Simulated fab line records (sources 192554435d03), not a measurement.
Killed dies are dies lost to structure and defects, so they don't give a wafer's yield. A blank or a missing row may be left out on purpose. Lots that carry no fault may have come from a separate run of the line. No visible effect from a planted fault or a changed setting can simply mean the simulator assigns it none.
Problem report in the 8D (eight disciplines) form, filled by code ; flow n5 finfet ; the parts of the form that need people (team, actions taken, sign-off) are left out

1. WHAT IS WRONG
cd nm at N5_BEOL_M12_CD_MEAS_10 reads a mean of 148.6 nm on 6 wafers of 2 lots; wafers without a fault read 139.6 nm with a standard deviation of 1.5. That is +6.0 standard deviations from the usual mean.
The step: target cd 140 nm.
Earliest sighting: wafer L995.2 on cd sem-01 at day 14 17:56. At this step, 32 wafers from 11 lots have a number in the record. Rule for "out" (also "out of limits"): further than 4 standard deviations from the usual mean. The rest of the wafers with a number are treated as sound.

2. WHAT IT IS; WHAT IT IS NOT
question;is;is not
which readings at this step;cd nm;-
which lots;L994, L995;L100, L104, L105, L982, L983, L984, L986, L987, L988
which wafers of those lots;all that have a number;-
read on which gauges;cd sem-01, cd sem-03;cd sem-02
when;from day 14 17:56;"up to then (17 sound wafers); but 9 sound wafers of L100, L104, L105 came after"

3. THE SUSPECTS, EACH WITH WHAT RULES IT OUT
Counting: any tool at a process step up to the reading is kept as a suspect provided that every lot that is out went through it and no sound lot did after the first of them.
- ruled out: the gauge at N5_BEOL_M12_CD_MEAS_10. Those wafers that are out were read across 2 gauges (cd sem-01, cd sem-03).
- pvd sputter-01 at N5_BEOL_M11_PRE_CLEAN_45 (time 30 s): kept. It ran every lot that is out, first L995 (day 14 14:03), and no sound lot after that; its last sound lot up to then is L986 (day 12 23:16).
- pvd sputter-01 at N5_BEOL_M11_SURFACE_TREAT_76: ruled out as a lasting fault. Sound lots L104 ran on it after its first lot that is out, L995 (day 14 16:01).
- litho track-03 at N5_BEOL_M12_PEB_08 (peb time 90 s): ruled out as a lasting fault. Sound lots L105, L104 ran on it after its first lot that is out, L995 (day 14 17:50).
Left after counting: pvd sputter-01 at N5_BEOL_M11_PRE_CLEAN_45.

4. THE CAUSE (what the simulator had put in)
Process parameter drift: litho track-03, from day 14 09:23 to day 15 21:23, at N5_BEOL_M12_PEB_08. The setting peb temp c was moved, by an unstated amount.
It was ruled out by counting, in error; the rule expects a fault to strike all lots run on its tool from its start on, and this fault did not.

5. THE CHAIN OF EFFECTS, in route order
One row per reading whose mean, taken over the struck wafers that have a number, lies over 3 standard deviations from the usual. Only readings whose record carries a usual standard deviation are examined. hours: median over the lots of the time between each lot's start at the first step of this table that gives one and its start at this step. sigmas: the change, counted in usual standard deviations.
hours;step;reading;usual;on struck wafers;change;sigmas
0;N5_BEOL_M12_PEB_08;heater power total W;172.5 W;178.0;+5.5;+6.9
0;N5_BEOL_M12_PEB_08;plate temp C;130.02 C;133.41;+3.39;+26
0;N5_BEOL_M12_CD_MEAS_10;cd nm;139.6 nm;148.6;+9.0;+6.0
Here are the process steps it includes:
- N5_BEOL_M12_PEB_08: peb time 90 s.

6. WHAT WOULD HAVE CAUGHT IT SOONER
In this record the first reading out of limits at a measuring or inspecting step was taken at day 14 17:56, 9 hours after the fault began at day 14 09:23.
Tool's own readings at N5_BEOL_M12_PEB_08, heater power total W, plate temp C: out on all struck wafers the step has rows for; an alarm limit on them would have tripped on the first.
